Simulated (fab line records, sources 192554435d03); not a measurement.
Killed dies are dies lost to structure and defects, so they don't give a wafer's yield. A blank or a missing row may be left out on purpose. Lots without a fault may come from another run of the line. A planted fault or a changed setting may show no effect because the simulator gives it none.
fab line records | flow n5_finfet
record lots=7 wafers=21 last_day=16
route steps=1938 shown FIN_SAQP@97
lots that met no fault: from a run of the same line without faults
start_h: hours from the record's first day to the start of the lot's first wafer shown | wait_h: hours since the lot's step before | " the same as in the row above | L1.1+2: a row that stands for several wafers | - no value, or no start given | * or withheld: withheld | < > ~ a bound
route shown NAME@n: a module of which the file shows steps, and the number in the route of the first | usual: mean/standard deviation of fault-free wafers | same: alike in all rows | chamber/n: place in a boat | sites: the reading at each site | _std_site: their standard deviation | _edge_site: outer sites' mean less inner sites' | radius_mm: how far each site lies from the wafer's centre | mask NAME#n: copy n | behind: the tool/chamber that last shaped the wafer | hold: why the lot was held/for how many hours/how that ended | device: the transistor (n, p or np) that didn't switch | end of line: the same wafers' tests at the end of the route | a step without rows: its recipe alone | killed: dies lost to structure and defects at the first sort, not the wafer's yield | map: a wafer's dies, x killed, . not, _ none there
set.NAME: the setting as run; set.NAME@STEP: as run at that earlier step | model.NAME: the simulator's own value behind a step, which no gauge read
lots at some steps of the route; a table a step, a row a wafer
services: from which hour (start_h, from the record's first day; less than 0 if before it) a tool's chamber was out of use, for how many hours, and why
## steps
# step N5_FIN_SAQP_THK_MEAS_05
# usual thk_nm=38.0/0.53
# columns lot.wafer tool chamber start_h wait_h thk_nm
L648.3 film_metro-01 - 51.86 0.1 37.7
L648.4 " - " " 38.5
L648.5 " - " " 37.6
L651.3 film_metro-02 - 69.39 0.1 37.9
L651.4 " - " " 38.4
L651.5 " - " " 38.2
L652.3 film_metro-01 - 75.95 0.1 38.6
L652.4 " - " " 38.5
L652.6 " - " " 38.6
L653.1 film_metro-01 - 80.71 0.1 38.3
L653.3 " - " " 37.9
L653.6 " - " " 38.5
L658.1 film_metro-02 - 112.15 0.1 37.5
L658.2 " - " " 38.0
L658.5 " - " " 38.1
L661.1 film_metro-02 - 128.69 0.1 37.0
L661.3 " - " " 37.6
L661.6 " - " " 38.3
L662.2 film_metro-01 - 135.15 0.1 37.6
L662.3 " - " " 37.2
L662.4 " - " " 37.8
# step N5_FIN_SAQP_PECVD_47
# recipe material=a-Si target_thk_a=450 temp_c=400 precursor=SiH4/He pressure_torr=3 rf_w=100 time_s=36.3
# usual heater_power_w=783/67 showerhead_plenum_p_Torr=5.67/0.046 throttle_valve_pct=18.8/1.2
# columns lot.wafer tool chamber start_h wait_h heater_power_w showerhead_plenum_p_Torr throttle_valve_pct
L648.3 pecvd-03 1 51.90 0.0 800 5.67 19.2
L648.4 " 2 " " 686 5.68 17.2
L648.5 " 1 " " 806 5.69 19.0
L651.3 pecvd-03 2 69.43 0.0 731 5.69 16.7
L651.4 " 2 " " 738 5.68 17.0
L651.5 " 1 " " 742 5.67 19.2
L652.3 pecvd-04 0 75.98 0.0 805 5.65 19.1
L652.4 " 0 " " 788 5.68 19.0
L652.6 " 1 " " 821 5.64 20.2
L653.1 pecvd-01 0 80.75 0.0 661 5.60 17.5
L653.3 " 2 " " 782 5.66 18.6
L653.6 " 0 " " 658 5.59 17.3
L658.1 pecvd-03 1 112.19 0.0 798 5.68 19.3
L658.2 " 0 " " 866 5.72 18.1
L658.5 " 1 " " 779 5.67 19.2
L661.1 pecvd-04 0 128.72 0.0 763 5.66 19.0
L661.3 " 2 " " 765 5.60 17.5
L661.6 " 1 " " 870 5.64 20.3
L662.2 pecvd-03 0 135.19 0.0 769 5.71 18.0
L662.3 " 1 " " 803 5.67 19.2
L662.4 " 2 " " 658 5.69 16.9
# step N5_FIN_SAQP_PECVD_48
# recipe material=SiNx target_thk_a=250 temp_c=400 precursor=SiH4/NH3/N2 pressure_torr=1.5 rf_w=300 time_s=22.1
# usual heater_power_w=708/72 showerhead_plenum_p_Torr=5.14/0.062 throttle_valve_pct=41.2/2.6
# columns lot.wafer tool chamber start_h wait_h heater_power_w showerhead_plenum_p_Torr throttle_valve_pct
L648.3 pecvd-03 1 51.94 0.0 725 5.14 42.2
L648.4 " 2 " " 585 5.16 37.1
L648.5 " 1 " " 729 5.14 42.0
L651.3 pecvd-03 2 69.47 0.0 667 5.18 37.4
L651.4 " 2 " " 647 5.16 37.4
L651.5 " 1 " " 789 5.15 42.3
L652.3 pecvd-04 0 76.02 0.0 648 5.13 41.7
L652.4 " 0 " " 695 5.14 41.8
L652.6 " 1 " " 735 5.10 44.8
L653.1 pecvd-01 0 80.79 0.0 587 5.06 38.3
L653.3 " 2 " " 692 5.15 41.3
L653.6 " 0 " " 599 5.04 38.2
L658.1 pecvd-03 1 112.23 0.0 678 5.14 42.1
L658.2 " 0 " " 674 5.19 40.4
L658.5 " 1 " " 685 5.16 42.1
L661.1 pecvd-04 0 128.76 0.0 702 5.14 41.7
L661.3 " 2 " " 690 5.04 38.5
L661.6 " 1 " " 770 5.10 44.6
L662.2 pecvd-03 0 135.23 0.0 703 5.20 40.6
L662.3 " 1 " " 788 5.16 42.1
L662.4 " 2 " " 668 5.18 37.7
# step N5_FIN_SAQP_PECVD_06
# recipe material=a-Si target_thk_a=600 temp_c=400 precursor=SiH4/He pressure_torr=3 rf_w=100 time_s=48.1
# usual heater_power_w=780/73 showerhead_plenum_p_Torr=5.67/0.047 throttle_valve_pct=18.8/1.1
# columns lot.wafer tool chamber start_h wait_h heater_power_w showerhead_plenum_p_Torr throttle_valve_pct
L648.3 pecvd-03 1 51.98 0.0 760 5.67 19.1
L648.4 " 2 " " 642 5.68 16.9
L648.5 " 1 " " 806 5.67 19.2
L651.3 pecvd-03 2 69.51 0.0 720 5.70 17.2
L651.4 " 2 " " 738 5.71 16.9
L651.5 " 1 " " 747 5.68 19.6
L652.3 pecvd-04 0 76.06 0.0 708 5.65 19.1
L652.4 " 0 " " 709 5.66 18.9
L652.6 " 1 " " 816 5.64 20.6
L653.1 pecvd-01 0 80.83 0.0 693 5.61 17.6
L653.3 " 2 " " 810 5.68 19.0
L653.6 " 0 " " 699 5.60 17.5
L658.1 pecvd-03 1 112.27 0.0 803 5.67 19.2
L658.2 " 0 " " 853 5.71 18.3
L658.5 " 1 " " 812 5.67 19.3
L661.1 pecvd-04 0 128.80 0.0 787 5.67 19.1
L661.3 " 2 " " 803 5.59 17.3
L661.6 " 1 " " 932 5.62 20.3
L662.2 pecvd-03 0 135.27 0.0 840 5.70 18.2
L662.3 " 1 " " 823 5.68 19.2
L662.4 " 2 " " 717 5.69 17.2
# step N5_FIN_SAQP_THK_MEAS_07
# usual thk_nm=59.4/0.92
# columns lot.wafer tool chamber start_h wait_h thk_nm
L648.3 film_metro-02 - 52.07 0.1 58.1
L648.4 " - " " 60.3
L648.5 " - " " 58.9
L651.3 film_metro-02 - 69.60 0.1 59.5
L651.4 " - " " 59.8
L651.5 " - " " 59.3
L652.3 film_metro-02 - 76.15 0.1 60.0
L652.4 " - " " 61.4
L652.6 " - " " 59.3
L653.1 film_metro-02 - 80.92 0.1 58.1
L653.3 " - " " 60.7
L653.6 " - " " 59.4
L658.1 film_metro-02 - 112.36 0.1 59.4
L658.2 " - " " 59.1
L658.5 " - " " 60.2
L661.1 film_metro-02 - 128.89 0.1 59.8
L661.3 " - " " 58.8
L661.6 " - " " 60.4
L662.2 film_metro-01 - 135.36 0.1 59.3
L662.3 " - " " 57.8
L662.4 " - " " 59.5
# step N5_FIN_SAQP_HM_DEP_72
# recipe material=SiO2 target_thk_a=120 temp_c=400 precursor=SiH4/N2O pressure_torr=0.75 rf_w=275 time_s=7.2
# usual heater_power_w=699/81 showerhead_plenum_p_Torr=8.17/0.15
# columns lot.wafer tool chamber start_h wait_h heater_power_w showerhead_plenum_p_Torr
L648.3 pecvd-03 2 52.10 0.0 630 8.21
L648.4 " 2 " " 620 8.20
L648.5 " 0 " " 673 8.24
L651.3 pecvd-04 0 69.64 0.0 709 8.13
L651.4 " 2 " " 709 7.95
L651.5 " 1 " " 785 8.08
L652.3 pecvd-04 0 76.19 0.0 715 8.13
L652.4 " 1 " " 748 8.05
L652.6 " 0 " " 753 8.13
L653.1 pecvd-03 0 80.95 0.0 766 8.24
L653.3 " 2 " " 593 8.20
L653.6 " 2 " " 600 8.22
L658.1 pecvd-01 2 112.40 0.0 685 8.18
L658.2 " 1 " " 808 8.41
L658.5 " 1 " " 797 8.40
L661.1 pecvd-03 2 128.93 0.0 606 8.21
L661.3 " 0 " " 663 8.26
L661.6 " 2 " " 608 8.22
L662.2 pecvd-01 1 135.39 0.0 837 8.42
L662.3 " 0 " " 627 7.93
L662.4 " 2 " " 604 8.16
# step N5_FIN_SAQP_COAT_49
# recipe resist=SOC temp_c=250 time_s=60 spin_rpm=1500 resist_thk_nm=100
# step N5_FIN_SAQP_COAT_50
# recipe resist=SiARC temp_c=220 time_s=60 spin_rpm=1500 resist_thk_nm=35
# step N5_FIN_SAQP_COAT_10
# recipe resist=CAR-ArF spin_rpm=1500 resist_thk_nm=90
# step N5_FIN_SAQP_EBR_12
# recipe solvent=PGMEA ebr_width_mm=1.5
# step N5_FIN_SAQP_SOFTBAKE_11
# recipe temp_c=110 time_s=60 resist=CAR-ArF
# step N5_FIN_SAQP_EXPOSE_13
# recipe mask_id=FIN_CORE na=1.35 source_shape=dipole sigma_inner=0.538 sigma_outer=0.738 polarization=te target_cd_nm=35.6 dose_mj=63.25
# step N5_FIN_SAQP_PEB_14
# recipe peb_temp_c=withheld peb_time_s=60 resist=CAR-ArF
# usual chill_plate_temp_C=23.01/0.11 exhaust_pa=45.0/0.83 resist_line_temp_C=23.03/0.11
# columns lot.wafer tool chamber start_h wait_h chill_plate_temp_C exhaust_pa resist_line_temp_C
L648.3 litho_track-04 0 52.49 0.0 23.13 43.4 22.93
L648.4 " 0 " " 23.20 45.2 23.09
L648.5 " 0 " " 23.04 44.1 22.88
L651.3 litho_track-01 - 70.02 0.0 - - -
L651.4 " - " " - - -
L651.5 " - " " - - -
L652.3 litho_track-01 - 76.57 0.0 - - -
L652.4 " - " " - - -
L652.6 " - " " - - -
L653.1 litho_track-01 - 81.33 0.1 - - -
L653.3 " - " " - - -
L653.6 " - " " - - -
L658.1 litho_track-01 0 112.78 0.1 22.87 45.3 22.91
L658.2 " 0 " " 22.82 44.1 23.11
L658.5 " 0 " " 22.84 45.6 23.02
L661.1 litho_track-04 0 129.31 0.1 22.96 46.1 23.18
L661.3 " 0 " " 23.07 45.4 23.14
L661.6 " 0 " " 22.68 45.4 23.13
L662.2 litho_track-04 0 135.77 0.0 23.06 45.4 23.00
L662.3 " 0 " " 23.16 45.6 23.12
L662.4 " 0 " " 23.03 44.8 23.16
# step N5_FIN_SAQP_DEVELOP_15
# recipe develop_time_s=30 developer=TMAH resist=CAR-ArF dev_temp_c=23 rinse_liquid=diw dry=air_spin
## services
# columns tool chamber start_h hours kind
pecvd-04 0 50.99 5.5 scheduled_down
pecvd-01 - 65.20 12.1 repair
pecvd-04 1 84.19 - calibration
litho_track-04 - 86.35 - consumable_replace:filter
pecvd-04 - 98.89 2.7 repair
litho_track-01 - 101.97 - consumable_replace:filter
pecvd-04 2 118.86 5.5 scheduled_down
## key
first_sign step=N5_FIN_SAQP_PEB_14 reading=tool_record direction=missing
effect none on later readings
met_at N5_FIN_SAQP_PEB_14
struck_wafers L651.3,L651.4,L651.5,L652.3,L652.4,L652.6,L653.1,L653.3,L653.6
later_rows_left_out L651.3,L651.4,L651.5,L652.3,L652.4,L652.6,L653.1,L653.3,L653.6
sort_left_out L651.3,L651.4,L651.5,L652.3,L652.4,L652.6,L653.1,L653.3,L653.6
fault kind=skipped_step_whole tool=litho_track-01 chamber=- onset_h=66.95 steps=N5_FIN_SAQP_PEB_14 scope=struck_lots_only
# sort_left_out: the simulated sort isn't trusted on such a fault, so these wafers' sort isn't shown, and their yield isn't known
# later_rows_left_out: the simulator's readings of these wafers behind a module that went badly wrong aren't trusted and aren't shown, but for the sort
